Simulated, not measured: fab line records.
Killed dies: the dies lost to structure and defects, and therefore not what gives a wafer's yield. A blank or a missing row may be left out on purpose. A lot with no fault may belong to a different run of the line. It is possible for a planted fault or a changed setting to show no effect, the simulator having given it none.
Matching of chambers + flow n5_finfet + N5_BEOL_M8_PECVD_70 on pecvd-03 has 3 sister chambers
The step deposits SiO2 from TEOS/O2, target thk 20 nm, time 22.7 s. 3 wafers are shown with their chamber, then 10 later ones without.

EACH WAFER AND ITS CHAMBER
| wafer  | chamber | throttle_valve_pct (%) |
|--------|---------|------------------------|
| L084.4 | 2       | 21.6                   |
| L085.2 | 0       | 23.6                   |
| L085.3 | 1       | 23.3                   |

WAFERS MISSING THEIR CHAMBER
| wafer  | throttle_valve_pct (%) |
|--------|------------------------|
| L085.6 | 23.5                   |
| L086.1 | 21.8                   |
| L086.2 | 23.4                   |
| L086.4 | 23.5                   |
| L089.1 | 23.3                   |
| L089.4 | 21.8                   |
| L089.6 | 23.2                   |
| L096.2 | 23.5                   |
| L096.3 | 23.2                   |
| L096.4 | 22.0                   |

CHAMBER TAKEN BY EACH
| wafer  | from the rows above     | in truth |
|--------|-------------------------|----------|
| L085.6 | can't be placed: 0 or 1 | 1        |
| L086.1 | 2                       | 2        |
| L086.2 | can't be placed: 1 or 0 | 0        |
| L086.4 | can't be placed: 0 or 1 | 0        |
| L089.1 | can't be placed: 1 or 0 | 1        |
| L089.4 | 2                       | 2        |
| L089.6 | can't be placed: 1 or 0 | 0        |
| L096.2 | can't be placed: 0 or 1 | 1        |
| L096.3 | can't be placed: 1 or 0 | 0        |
| L096.4 | 2                       | 2        |
3 of 10 placed correctly. Not placeable from these rows: 7 (in 7, the candidates include the true chamber). Wrongly placed: 0.
How it was worked out, from the rows above alone: a wafer's distance from a chamber is the root of the sum, over the readings, of the square of ((its reading less the chamber's mean) divided by the reading's scatter). The wafer belongs to the nearest chamber; if the next one is less than 2 further off, it can't be placed. The mean given for a chamber averages the wafers shown for that chamber. The scatter: root of mean squared gap, hidden wafer to nearest shown wafer, with one shown wafer a chamber.
